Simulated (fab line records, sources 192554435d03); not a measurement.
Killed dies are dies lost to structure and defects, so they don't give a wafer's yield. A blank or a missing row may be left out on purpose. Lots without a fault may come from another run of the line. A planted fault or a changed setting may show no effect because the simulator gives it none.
fab line records | flow n5_finfet
record lots=8 wafers=24 last_day=17
route steps=1938 shown FIN_SAQP@131 FIN_CUT@165 BEOL_M4@1111 PASSIVATION@1936
lots that met no fault: from a run of the same line without faults
start_h: hours from the record's first day to the start of the lot's first wafer shown | wait_h: hours since the lot's step before | " the same as in the row above | L1.1+2: a row that stands for several wafers | - no value, or no start given | * or withheld: withheld | < > ~ a bound
route shown NAME@n: a module of which the file shows steps, and the number in the route of the first | usual: mean/standard deviation of fault-free wafers | same: alike in all rows | chamber/n: place in a boat | sites: the reading at each site | _std_site: their standard deviation | _edge_site: outer sites' mean less inner sites' | radius_mm: how far each site lies from the wafer's centre | mask NAME#n: copy n | behind: the tool/chamber that last shaped the wafer | hold: why the lot was held/for how many hours/how that ended | device: the transistor (n, p or np) that didn't switch | end of line: the same wafers' tests at the end of the route | a step without rows: its recipe alone | killed: dies lost to structure and defects at the first sort, not the wafer's yield | map: a wafer's dies, x killed, . not, _ none there
set.NAME: the setting as run; set.NAME@STEP: as run at that earlier step | model.NAME: the simulator's own value behind a step, which no gauge read
steps of the route over a sample of lots; a table a step, a row a wafer
services: from which hour (start_h, from the record's first day; less than 0 if before it) a tool's chamber was out of use, for how many hours, and why
## steps
# step N5_FIN_SAQP_MANDREL_ETCH_58
# recipe chemistry=HBr/Cl2 target=a-Si target_depth_a=450 bt_time_s=10 stop_on=SiNx mask_material=SiO2 over_etch_frac=0.8 time_s=27 pressure_mtorr=10 icp_w=800 bias_w=75 HBr_flow_sccm=150 Cl2_flow_sccm=80 ends=end_point
# usual drypump_motor_current_A=5.8/0.65 he_backside_leak_sccm=2.7/0.3 oes_product_au=0.694/0.013 throttle_valve_pct=35.48/0.18
# columns lot.wafer tool chamber start_h wait_h drypump_motor_current_A he_backside_leak_sccm oes_product_au rf_hours_counter_h throttle_valve_pct
L723.1 rie_si-06 1 55.61 0.0 6.7 2.5 0.680 22 35.23
L723.4 " 0 " " 6.0 2.6 0.697 154 35.75
L723.6 " 0 " " 6.0 2.5 0.704 - 35.76
L726.1 rie_si-06 0 72.83 0.0 6.0 2.4 0.693 154 35.79
L726.4 " 1 " " 6.7 2.4 0.678 22 35.23
L726.6 " 2 " " 4.6 3.3 0.700 - 35.51
L728.1 rie_si-06 2 84.27 0.0 4.6 3.4 0.694 164 35.52
L728.2 " 0 " " 6.0 2.4 0.679 154 35.80
L728.6 " 0 " " 6.0 2.6 0.677 - 35.81
L729.3 rie_si-05 1 91.13 0.0 6.1 3.1 0.687 113 35.68
L729.5 " 1 " " 6.1 2.8 0.690 - 35.68
L729.6 " 2 " " 5.7 2.4 0.681 - 35.55
L730.1 rie_si-03 3 97.32 0.0 5.7 3.0 0.712 131 35.46
L730.5 " 1 " " 5.6 2.9 0.711 - 35.44
L730.6 " 2 " " 5.6 2.3 0.675 - 35.41
L738.1 rie_si-06 3 144.28 0.0 6.0 2.6 0.695 153 35.44
L738.3 " 2 " " 4.6 3.4 0.713 165 35.48
L738.4 " 1 " " 6.7 2.4 0.695 23 35.19
L740.1 rie_si-06 3 156.46 0.0 5.9 2.5 0.685 153 35.45
L740.3 " 0 " " 6.0 2.6 0.684 156 35.79
L740.6 " 1 " " 6.7 2.6 0.681 - 35.23
L741.3 rie_si-06 2 161.90 0.0 4.6 3.3 0.697 165 35.49
L741.4 " 1 " " 6.7 2.6 0.683 24 35.23
L741.6 " 1 " " 6.7 2.7 0.697 - 35.23
# step N5_FIN_SAQP_SPACER2_ALD_28
# recipe material=SiO2 target_thk_a=81 temp_c=300 ald_precursor_family=BDEAS ald_co_reactant=O2-plasma pulse_time_s=1 purge_time_s=2 co_reactant_purge_time_s=2 pressure_torr=2
# usual heater_power_w=459/46 precursor_pulse_height_rel=1.000/0.021 susceptor_temp_C=300.02/0.19
# columns lot.wafer tool chamber start_h wait_h heater_power_w precursor_pulse_height_rel susceptor_temp_C
L723.1 ald_sin-03 1 56.45 0.1 464 0.988 299.84
L723.4 " 2 " " 385 1.028 300.18
L723.6 " 3 " " 421 1.036 300.02
L726.1 ald_sin-02 2 74.28 0.7 439 0.987 299.98
L726.4 " 0 " " 418 0.978 300.01
L726.6 " 1 " " 500 1.025 300.13
L728.1 ald_sin-02 3 85.83 0.3 513 0.999 300.36
L728.2 " 1 " " 504 0.983 299.85
L728.6 " 3 " " 517 1.007 300.22
L729.3 ald_sin-02 2 91.99 0.1 445 1.034 300.01
L729.5 " 3 " " 512 0.988 300.23
L729.6 " 2 " " 448 0.996 299.92
L730.1 ald_sin-02 3 98.15 0.1 499 1.025 300.34
L730.5 " 1 " " 506 1.009 300.01
L730.6 " 2 " " 437 1.002 300.14
L738.1 ald_sin-03 0 145.60 0.2 475 1.018 300.29
L738.3 " 1 " " 442 0.983 300.31
L738.4 " 2 " " 391 0.980 299.77
L740.1 ald_sin-03 3 157.29 0.1 424 1.009 300.04
L740.3 " 0 " " 482 0.979 300.14
L740.6 " 1 " " 441 0.982 300.12
L741.3 ald_sin-04 1 163.03 0.2 540 1.015 299.76
L741.4 " 2 " " 498 1.000 300.13
L741.6 " 1 " " 539 1.028 300.05
# step N5_FIN_SAQP_CD_MEAS_31
# recipe target_cd_nm=8 landing_energy_ev=1000 detector=se_inlens polarity=line
# usual cd_nm=8.09/0.21
# columns lot.wafer tool chamber start_h wait_h cd_nm
L723.1 cd_sem-02 0 56.98 0.1 7.65
L723.4 " 0 " " 7.87
L723.6 " 0 " " 7.91
L726.1 cd_sem-01 0 74.86 0.1 8.30
L726.4 " 0 " " 8.23
L726.6 " 0 " " 8.20
L728.1 cd_sem-01 0 86.37 0.1 8.38
L728.2 " 0 " " 7.88
L728.6 " 0 " " 8.23
L729.3 cd_sem-03 0 92.54 0.1 8.07
L729.5 " 0 " " 8.19
L729.6 " 0 " " 7.83
L730.1 cd_sem-02 0 98.67 0.1 7.95
L730.5 " 0 " " 7.60
L730.6 " 0 " " 8.05
L738.1 cd_sem-02 0 146.14 0.1 8.37
L738.3 " 0 " " 8.53
L738.4 " 0 " " 7.96
L740.1 cd_sem-02 0 157.82 0.1 7.92
L740.3 " 0 " " 8.14
L740.6 " 0 " " 7.79
L741.3 cd_sem-03 0 163.66 0.1 8.05
L741.4 " 0 " " 8.40
L741.6 " 0 " " 7.91
# step N5_FIN_SAQP_STRIP_77
# recipe chemistry=N2/H2 time_s=90 power_w=100 temp_c=40 pressure_mtorr=100 rf_frequency_hz=6e+07 bias_power_w=3 n2_flow_sccm=300 h2_flow_sccm=300
# usual drypump_motor_current_A=5.8/0.4 oes_product_au=0.80/0.1 rf_vpp_V=45.3/0.89 showerhead_plenum_p_Torr=3.41/0.12 temp_c=40.00/0.11 throttle_valve_pct=12.10/0.27
# columns lot.wafer tool chamber start_h wait_h drypump_motor_current_A oes_product_au rf_hours_counter_h rf_vpp_V showerhead_plenum_p_Torr temp_c throttle_valve_pct
L723.1 rie_diel-06 1 57.12 0.0 6.5 0.94 19 45.4 3.59 39.99 11.93
L723.4 " 1 " " 6.5 0.94 - 44.6 3.59 40.12 11.96
L723.6 " 3 " " 6.6 0.72 - 44.1 3.23 40.14 11.99
L726.1 rie_diel-04 1 75.00 0.0 6.0 0.91 23 45.2 3.45 39.96 11.68
L726.4 " 3 " " 5.6 0.70 226 44.4 3.47 39.89 12.31
L726.6 " 3 " " 5.6 0.70 - 45.3 3.47 39.88 12.29
L728.1 rie_diel-05 3 86.53 0.0 5.9 0.68 205 45.5 3.35 40.10 12.35
L728.2 " 0 " " 5.0 0.70 241 46.3 3.20 40.04 12.68
L728.6 " 2 " " 5.8 0.70 - 47.4 3.46 39.99 12.10
L729.3 rie_diel-06 3 92.68 0.0 6.6 0.70 199 45.0 3.22 40.20 12.04
L729.5 " 1 " " 6.4 0.91 - 46.4 3.58 40.11 12.02
L729.6 " 2 " " 5.6 0.79 - 44.0 3.26 39.96 12.15
L730.1 rie_diel-06 1 98.81 0.0 6.4 0.90 38 45.7 3.58 39.97 12.00
L730.5 " 1 " " 6.4 0.91 - 45.1 3.58 39.91 12.01
L730.6 " 3 " " 6.6 0.70 - 46.6 3.22 40.01 12.03
L738.1 rie_diel-04 1 146.36 0.0 6.0 0.88 47 44.8 3.44 40.03 11.73
L738.3 " 0 " " 5.4 0.90 40 45.9 3.43 39.92 11.92
L738.4 " 2 " " 5.9 0.82 - 44.5 3.42 40.06 12.29
L740.1 rie_diel-04 3 157.96 0.0 5.6 1.01 1 46.5 3.45 40.02 11.70
L740.3 " 0 " " 5.5 0.89 45 46.5 3.42 39.90 11.95
L740.6 " 3 " " 5.6 1.01 - 46.5 3.45 40.22 11.72
L741.3 rie_diel-04 3 163.82 0.0 5.6 0.99 3 45.1 3.45 39.80 11.72
L741.4 " 1 " " 6.0 0.86 54 44.8 3.43 40.03 11.74
L741.6 " 0 " " 5.5 0.88 - 46.1 3.42 39.83 11.94
# step N5_FIN_SAQP_INSPECT_40
# recipe inspect_instrument=brightfield mode=aei
# usual raw_defect_count=223/70
# columns lot.wafer tool chamber start_h wait_h raw_defect_count
L723.1 defect_inspect-01 - 57.56 0.0 362
L723.4 " - " " 461
L723.6 " - " " 368
L726.1 defect_inspect-02 - 75.44 0.0 246
L726.4 " - " " 155
L726.6 " - " " 193
L728.1 defect_inspect-01 - 86.98 0.0 191
L728.2 " - " " 219
L728.6 " - " " 222
L729.3 defect_inspect-02 - 93.12 0.0 843
L729.5 " - " " 259
L729.6 " - " " 755
L730.1 defect_inspect-01 - 99.26 0.0 268
L730.5 " - " " 234
L730.6 " - " " 757
L738.1 defect_inspect-01 - 146.80 0.0 358
L738.3 " - " " 303
L738.4 " - " " 267
L740.1 defect_inspect-01 - 158.41 0.0 194
L740.3 " - " " 146
L740.6 " - " " 228
L741.3 defect_inspect-01 - 164.27 0.0 147
L741.4 " - " " 152
L741.6 " - " " 146
# step N5_FIN_CUT_INSPECT_10
# recipe mode=adi inspect_instrument=brightfield
# usual raw_defect_count=42/11
# columns lot.wafer tool chamber start_h wait_h raw_defect_count
L723.1 defect_inspect-02 - 57.96 0.1 62
L723.4 " - " " 69
L723.6 " - " " 69
L726.1 defect_inspect-01 - 75.96 0.1 51
L726.4 " - " " 22
L726.6 " - " " 34
L728.1 defect_inspect-01 - 87.37 0.1 46
L728.2 " - " " 53
L728.6 " - " " 50
L729.3 defect_inspect-02 - 93.51 0.0 601
L729.5 " - " " 39
L729.6 " - " " 587
L730.1 defect_inspect-02 - 99.77 0.1 38
L730.5 " - " " 51
L730.6 " - " " 558
L738.1 defect_inspect-02 - 147.32 0.1 48
L738.3 " - " " 56
L738.4 " - " " 57
L740.1 defect_inspect-02 - 158.80 0.1 31
L740.3 " - " " 32
L740.6 " - " " 42
L741.3 defect_inspect-02 - 164.79 0.0 41
L741.4 " - " " 35
L741.6 " - " " 35
# step N5_FIN_CUT_INSPECT_17
# recipe inspect_instrument=brightfield mode=aei
# usual raw_defect_count=228/69
# columns lot.wafer tool chamber start_h wait_h raw_defect_count
L723.1 defect_inspect-02 - 58.90 0.0 343
L723.4 " - " " 458
L723.6 " - " " 392
L726.1 defect_inspect-01 - 76.93 0.0 245
L726.4 " - " " 172
L726.6 " - " " 190
L728.1 defect_inspect-01 - 88.31 0.0 211
L728.2 " - " " 214
L728.6 " - " " 225
L729.3 defect_inspect-01 - 94.50 0.0 849
L729.5 " - " " 272
L729.6 " - " " 771
L730.1 defect_inspect-01 - 101.10 0.0 275
L730.5 " - " " 232
L730.6 " - " " 772
L738.1 defect_inspect-02 - 148.27 0.0 334
L738.3 " - " " 308
L738.4 " - " " 260
L740.1 defect_inspect-01 - 159.75 0.0 185
L740.3 " - " " 137
L740.6 " - " " 212
L741.3 defect_inspect-02 - 165.76 0.0 160
L741.4 " - " " 160
L741.6 " - " " 156
# step N5_BEOL_M4_RC_MEAS_101
# usual DIBL_N=36.3/1.4 DIBL_P=36.2/1.5 IOFF_N=0.160/0.021 IOFF_P=0.211/0.027 ION_N=676/7.7 ION_P=463/5.5 SS_N=71.4/0.57 SS_P=73.3/0.58 VT_N=249.3/2.5 VT_P=-250.1/2.6
# columns lot.wafer tool chamber start_h wait_h DIBL_N[mV/V] DIBL_P[mV/V] IOFF_N[nA/um] IOFF_P[nA/um] ION_N[uA/um] ION_P[uA/um] SS_N[mV/dec] SS_P[mV/dec] VT_N[mV] VT_P[mV]
L723.1 prober-02 0 192.73 0.0 34.6 34.4 0.129 0.152 674 452 71.2 73.3 254.6 -257.9
L723.4 " 0 " " 36.3 36.7 0.158 0.173 669 454 71.3 74.3 249.1 -257.4
L723.6 " 0 " " 37.5 37.7 0.168 0.185 671 449 72.1 74.0 251.6 -253.5
L726.1 prober-01 0 217.77 0.0 35.9 37.6 0.178 0.229 687 463 71.1 73.7 248.4 -251.9
L726.4 " 0 " " 35.3 36.3 0.157 0.213 672 461 70.7 73.3 251.2 -250.3
L726.6 " 0 " " 35.4 35.6 0.154 0.201 679 461 70.4 73.0 248.0 -248.6
L729.3 prober-01 0 238.67 0.3 34.4 35.3 0.131 0.202 670 464 71.1 72.9 252.5 -251.6
L729.5 " 0 " " 36.0 37.7 0.168 0.234 674 470 71.9 74.5 247.5 -246.9
L729.6 " 0 " " 35.0 35.8 0.136 0.205 660 456 71.7 73.6 252.5 -250.2
L728.1 prober-01 0 244.78 0.0 34.8 33.4 0.129 0.172 665 459 71.0 72.6 253.6 -249.8
L728.2 " 0 " " 37.6 37.7 0.172 0.227 680 464 71.2 73.9 246.5 -248.4
L728.6 " 0 " " 35.2 33.9 0.131 0.173 677 459 71.1 72.5 250.5 -249.7
L730.1 prober-02 0 246.32 0.0 36.0 36.1 0.147 0.180 659 455 72.1 73.0 251.5 -253.5
L730.5 " 0 " " 37.8 38.2 0.174 0.200 682 460 71.9 74.3 248.3 -251.7
L730.6 " 0 " " 36.2 35.8 0.149 0.172 663 446 71.4 72.8 252.0 -255.1
L738.1 prober-02 0 296.92 0.0 36.2 37.0 0.155 0.210 681 465 71.0 72.6 248.7 -248.2
L738.3 " 0 " " 33.3 34.4 0.112 0.168 667 460 70.5 72.3 252.3 -251.6
L738.4 " 0 " " 35.4 36.0 0.134 0.185 676 465 71.1 72.1 250.8 -252.4
L740.1 prober-01 0 308.31 0.0 36.9 37.2 0.179 0.233 680 468 71.7 73.4 249.0 -246.6
L740.3 " 0 " " 36.1 36.4 0.162 0.231 683 469 71.4 74.0 249.9 -250.1
L740.6 " 0 " " 37.2 37.9 0.189 0.242 687 471 72.7 74.3 247.6 -248.8
L741.3 prober-01 0 313.48 0.3 36.2 36.6 0.155 0.221 673 465 71.6 74.1 250.7 -249.9
L741.4 " 0 " " 35.2 34.4 0.125 0.181 660 451 70.8 73.0 253.3 -250.6
L741.6 " 0 " " 37.5 37.0 0.157 0.228 673 460 71.8 74.3 250.6 -249.8
# step N5_PASSIVATION_PROBE_49
# usual defect_limited_yield=91.3/1.4 killed_at_M0_to_M3=34/10 killed_at_M4_up=13/4.8 killed_at_contacts=12/6.1 killed_at_front_end=40/11 killed_at_other=3.7/2.8 killed_dies=103/16 killed_on_rim=13/3.6 killed_open=67/12 killed_short=34/7.4 sort_bin_5_function=5.1/0.95 sort_bin_6_memory=3.2/0.62 sort_n_pass=1077/16 sort_yield_pct=91.3/1.4
# same gross_dies=1180 killed_at_back_side=0 sort_bin_4_leakage[%]=0 sort_bin_8_speed[%]=0
# columns lot.wafer tool chamber start_h wait_h defect_limited_yield[%] killed_at_M0_to_M3 killed_at_M4_up killed_at_contacts killed_at_front_end killed_at_other killed_dies killed_on_rim killed_open killed_short sort_bin_5_function[%] sort_bin_6_memory[%] sort_n_pass sort_yield_pct[%]
L723.1 prober-01 - 286.80 0.0 91.3 38 18 4 43 0 103 21 75 28 5.0 3.3 1077 91.3
L723.4 prober-01 - 286.95 0.2 90.3 51 15 7 39 3 115 15 73 41 5.8 3.5 1065 90.3
L723.6 prober-01 - 287.05 0.3 91.2 47 4 3 47 3 104 18 59 41 5.1 3.2 1076 91.2
L726.1 prober-02 - 307.39 0.0 91.2 30 15 16 37 6 104 13 78 25 5.9 2.9 1076 91.2
L726.4 prober-02 - 307.54 0.2 94.1 28 10 5 24 3 70 15 40 28 3.4 2.0 1110 94.1
L726.6 prober-02 - 307.64 0.3 92.9 29 7 9 32 7 84 13 50 32 4.2 2.9 1096 92.9
L729.3 prober-02 - 337.36 0.1 85.5 35 14 8 108 6 171 28 65 33 7.7 4.3 1009 85.5
L729.5 prober-02 - 337.46 0.2 90.7 38 7 9 54 2 110 14 78 30 4.9 4.1 1070 90.7
L729.6 prober-02 - 337.51 0.3 87.1 26 10 1 111 4 152 24 54 21 7.5 3.6 1028 87.1
L730.1 prober-01 - 342.79 0.0 90.7 28 12 12 50 8 110 11 68 40 5.4 3.5 1070 90.7
L730.5 prober-01 - 342.99 0.2 93.0 35 11 3 25 9 83 14 49 32 4.4 2.5 1097 93.0
L730.6 prober-01 - 343.04 0.3 84.3 23 11 12 131 8 185 32 73 31 9.6 4.3 995 84.3
L728.1 prober-02 - 356.15 0.0 92.3 30 9 6 39 7 91 12 46 43 4.2 3.3 1089 92.3
L728.2 prober-02 - 356.20 0.1 91.6 36 19 12 30 2 99 10 62 34 4.8 3.1 1081 91.6
L728.6 prober-02 - 356.40 0.3 91.9 37 13 12 29 5 96 15 51 43 5.0 2.5 1084 91.9
L738.1 prober-01 - 401.44 0.5 91.7 36 7 11 38 6 98 13 53 43 4.9 3.1 1082 91.7
L738.3 prober-01 - 401.54 0.6 91.9 46 11 1 35 3 96 20 55 37 4.7 3.3 1084 91.9
L738.4 prober-01 - 401.59 0.7 91.9 48 13 6 27 1 95 10 62 31 4.2 3.6 1085 91.9
L741.3 prober-02 - 416.13 0.1 92.2 22 7 15 45 3 92 13 61 29 4.7 2.7 1088 92.2
L741.4 prober-02 - 416.18 0.2 91.4 36 13 21 29 2 101 18 65 35 5.6 2.9 1079 91.4
L741.6 prober-02 - 416.28 0.3 89.2 53 19 13 42 1 128 13 89 36 6.4 4.1 1052 89.2
# killed by level:class
L723.1 BEOL_M1:geometric_particle:open=14 BEOL_M2:geometric_particle:open=10 STI_FIN_REVEAL:geometric_particle:open=9 FIN_SAQP:geometric_particle:short=8 BEOL_M4:geometric_particle:open=8 FIN_SAQP:geometric_particle:open=5 DUMMY_GATE:geometric_particle:open=5 ILD0:geometric_particle:short=3
L723.4 BEOL_M2:geometric_particle:open=14 FIN_SAQP:geometric_particle:short=10 BEOL_M1:geometric_particle:open=10 BEOL_M0_SAQP:geometric_particle:short=10 STI_FIN_REVEAL:geometric_particle:open=8 BEOL_M0_SAQP:geometric_particle:open=8 BEOL_M4:geometric_particle:open=8 FIN_SAQP:geometric_particle:open=7
L723.6 BEOL_M1:geometric_particle:open=15 STI_FIN_REVEAL:geometric_particle:open=10 FIN_SAQP:geometric_particle:short=8 BEOL_M0_SAQP:geometric_particle:short=8 BEOL_M2:geometric_particle:open=8 BEOL_M0_SAQP:geometric_particle:open=7 STARTING-WAFER:geometric_particle:short=5 GATE_CUT:geometric_particle:short=4
L726.1 MOL_CONTACT_COAG:geometric_particle:open=12 BEOL_M1:geometric_particle:open=12 FIN_SAQP:geometric_particle:short=8 BEOL_M2:geometric_particle:open=8 GATE_CUT:geometric_particle:open=8 BEOL_M4:geometric_particle:open=7 PAD_METAL:geometric_particle:open=4 ILD0:geometric_particle:open=4
L726.4 BEOL_M1:geometric_particle:open=6 MOL_CONTACT_COAG:geometric_particle:open=5 BEOL_M2:geometric_particle:short=5 GATE_CUT:geometric_particle:short=4 GATE_CUT:geometric_particle:open=4 BEOL_M3:geometric_particle:open=4 FIN_SAQP:geometric_particle:short=3 BEOL_M0_SAQP:geometric_particle:short=3
L726.6 FIN_SAQP:geometric_particle:short=10 FIN_SAQP:geometric_particle:open=9 BEOL_M1:geometric_particle:open=7 MOL_CONTACT_COAG:geometric_particle:open=6 BEOL_M0_SAQP:geometric_particle:open=6 BEOL_M0_SAQP:geometric_particle:short=4 BEOL_M5:geometric_particle:open=4 ILD0:geometric_particle:open=3
L729.3 FIN_SAQP:unspecified=69 FIN_SAQP:geometric_particle:open=9 FIN_SAQP:geometric_particle:short=8 BEOL_M2:geometric_particle:open=8 MOL_CONTACT_COAG:geometric_particle:open=7 BEOL_M4:geometric_particle:open=6 BEOL_M0_SAQP:geometric_particle:short=5 BEOL_M1:geometric_particle:open=5
L729.5 STI_FIN_REVEAL:geometric_particle:open=19 FIN_SAQP:geometric_particle:open=9 BEOL_M0_SAQP:geometric_particle:open=9 BEOL_M2:geometric_particle:open=9 MOL_CONTACT_COAG:geometric_particle:open=7 BEOL_M1:geometric_particle:open=6 GATE_CUT:geometric_particle:open=5 FIN_SAQP:geometric_particle:short=4
L729.6 FIN_SAQP:unspecified=74 STI_FIN_REVEAL:geometric_particle:open=8 FIN_SAQP:geometric_particle:open=6 BEOL_M2:geometric_particle:open=6 BEOL_M0:geometric_particle:open=5 GATE_CUT:geometric_particle:short=4 BEOL_M0_SAQP:geometric_particle:open=4 BEOL_M1:geometric_particle:open=4
L730.1 STI_FIN_REVEAL:geometric_particle:open=17 FIN_SAQP:geometric_particle:open=11 FIN_SAQP:geometric_particle:short=10 BEOL_M0_SAQP:geometric_particle:short=10 BEOL_M0_SAQP:geometric_particle:open=10 BEOL_M4:geometric_particle:open=8 MOL_CONTACT_COAG:geometric_particle:open=7 STI_FIN_REVEAL:geometric_particle:short=5
L730.5 BEOL_M0_SAQP:geometric_particle:open=10 FIN_SAQP:geometric_particle:open=7 BEOL_M0_SAQP:geometric_particle:short=6 BEOL_M2:geometric_particle:short=6 GATE_CUT:geometric_particle:short=4 BEOL_M2:geometric_particle:open=4 BEOL_M3:geometric_particle:short=4 BEOL_M4:geometric_particle:open=4
L730.6 FIN_SAQP:unspecified=80 FIN_SAQP:geometric_particle:short=14 STI_FIN_REVEAL:geometric_particle:open=14 FIN_SAQP:geometric_particle:open=13 MOL_CONTACT_COAG:geometric_particle:open=11 BEOL_M0_SAQP:geometric_particle:open=8 BEOL_M0_SAQP:geometric_particle:short=6 BEOL_M7:geometric_particle:open=5
L728.1 BEOL_M2:geometric_particle:open=9 FIN_SAQP:geometric_particle:short=8 GATE_CUT:geometric_particle:short=7 BEOL_M0_SAQP:geometric_particle:short=6 MOL_CONTACT_COAG:geometric_particle:open=5 BEOL_M4:geometric_particle:open=5 FIN_SAQP:geometric_particle:open=4 STARTING-WAFER:geometric_particle:short=4
L728.2 BEOL_M0_SAQP:geometric_particle:open=10 BEOL_M4:geometric_particle:open=10 MOL_CONTACT_COAG:geometric_particle:open=9 BEOL_M0_SAQP:geometric_particle:short=9 BEOL_M2:geometric_particle:open=5 FIN_SAQP:geometric_particle:short=4 GATE_CUT:geometric_particle:short=4 BEOL_M3:geometric_particle:open=4
L728.6 BEOL_M0_SAQP:geometric_particle:short=13 MOL_CONTACT_COAG:geometric_particle:open=9 BEOL_M1:geometric_particle:open=9 BEOL_M0_SAQP:geometric_particle:open=6 BEOL_M4:geometric_particle:open=6 FIN_SAQP:geometric_particle:short=5 STI_FIN_REVEAL:geometric_particle:open=4 GATE_CUT:geometric_particle:short=4
L738.1 BEOL_M2:geometric_particle:open=12 FIN_SAQP:geometric_particle:short=9 GATE_CUT:geometric_particle:short=8 BEOL_M3:geometric_particle:open=8 MOL_CONTACT_COAG:geometric_particle:open=6 MOL_CONTACT_COAG:geometric_particle:short=5 BEOL_M0_SAQP:geometric_particle:short=5 STI_FIN_REVEAL:geometric_particle:open=4
L738.3 STI_FIN_REVEAL:geometric_particle:open=8 BEOL_M0_SAQP:geometric_particle:short=8 BEOL_M1:geometric_particle:open=8 BEOL_M3:geometric_particle:open=8 FIN_SAQP:geometric_particle:short=7 BEOL_M1:geometric_particle:short=6 BEOL_M0_SAQP:geometric_particle:open=5 BEOL_M2:geometric_particle:open=5
L738.4 BEOL_M0_SAQP:geometric_particle:open=11 BEOL_M0_SAQP:geometric_particle:short=11 FIN_SAQP:geometric_particle:open=8 BEOL_M1:geometric_particle:open=8 FIN_SAQP:geometric_particle:short=5 STI_FIN_REVEAL:geometric_particle:open=5 MOL_CONTACT_COAG:geometric_particle:open=5 BEOL_M1:geometric_particle:short=5
L741.3 MOL_CONTACT_COAG:geometric_particle:open=13 STI_FIN_REVEAL:geometric_particle:open=9 DUMMY_GATE:geometric_particle:open=6 BEOL_M2:geometric_particle:open=6 BEOL_M0_SAQP:geometric_particle:short=5 ILD0:geometric_particle:short=5 BEOL_M0_SAQP:geometric_particle:open=5 GATE_CUT:geometric_particle:short=4
L741.4 MOL_CONTACT_COAG:geometric_particle:open=16 BEOL_M2:geometric_particle:short=7 BEOL_M0_SAQP:geometric_particle:open=7 BEOL_M0_SAQP:geometric_particle:short=7 GATE_CUT:geometric_particle:short=6 BEOL_M4:geometric_particle:open=6 BEOL_M3:geometric_particle:open=6 MOL_CONTACT_COAG:geometric_particle:short=5
L741.6 BEOL_M0_SAQP:geometric_particle:open=13 MOL_CONTACT_COAG:geometric_particle:open=11 BEOL_M3:geometric_particle:open=11 STI_FIN_REVEAL:geometric_particle:open=9 BEOL_M0_SAQP:geometric_particle:short=9 BEOL_M4:geometric_particle:open=8 DUMMY_GATE:geometric_particle:open=7 GATE_CUT:geometric_particle:open=5
## services
# columns tool chamber start_h hours kind
rie_si-03 - 44.28 0.1 repair
ald_sin-02 3 71.18 6.8 repair
ald_sin-03 - 85.66 14.0 pm
ald_sin-03 0 85.66 14.0 vent_cycle
ald_sin-03 1 85.66 14.0 vent_cycle
ald_sin-03 2 85.66 14.0 vent_cycle
ald_sin-03 3 85.66 26.8 vent_cycle
ald_sin-03 0 99.66 - clean
ald_sin-03 1 99.66 - clean
ald_sin-03 2 99.66 - clean
rie_diel-04 1 104.02 9.3 repair
rie_diel-05 2 104.20 - clean
rie_diel-05 2 104.20 - consumable_replace:focus_ring
rie_diel-05 2 104.20 12.5 scheduled_down
rie_diel-05 2 104.20 12.5 vent_cycle
rie_si-03 1 105.05 1.8 repair
rie_diel-05 2 132.80 6.0 repair
rie_si-03 1 135.65 12.0 repair
rie_diel-04 3 137.04 - clean
rie_diel-04 3 137.04 - consumable_replace:focus_ring
rie_diel-04 3 137.04 17.2 scheduled_down
rie_diel-04 3 137.04 17.2 vent_cycle
rie_si-03 2 137.21 5.9 repair
ald_sin-02 - 151.52 6.0 pm
## key
first_sign step=N5_FIN_SAQP_INSPECT_40 reading=raw_defect_count direction=up sigmas=8 usual=223 struck=785
effect step=N5_FIN_CUT_INSPECT_10 reading=raw_defect_count direction=up sigmas=48 usual=42 struck=582
effect step=N5_FIN_CUT_INSPECT_17 reading=raw_defect_count direction=up sigmas=8.3 usual=228 struck=797
effect step=N5_PASSIVATION_PROBE_49 reading=killed_at_front_end direction=up sigmas=7.1 usual=40 struck=117
more_kills_born_at N5_FIN_SAQP_SPACER2_ALD_28@ald_sin-02=223
met_at N5_FIN_SAQP_SPACER2_ALD_28
struck_lots L729,L730
struck_wafers L729.3,L729.6,L730.6
not_acting_at N5_FIN_SAQP_MANDREL_ETCH_58,N5_FIN_SAQP_CD_MEAS_31,N5_FIN_SAQP_STRIP_77
onset_between 74.28 91.99
fault kind=chamber_particle_source tool=ald_sin-02 chamber=2 onset_h=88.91 steps=N5_FIN_SAQP_SPACER2_ALD_28 rate_per_visit_cm2=0.8452 end_h=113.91
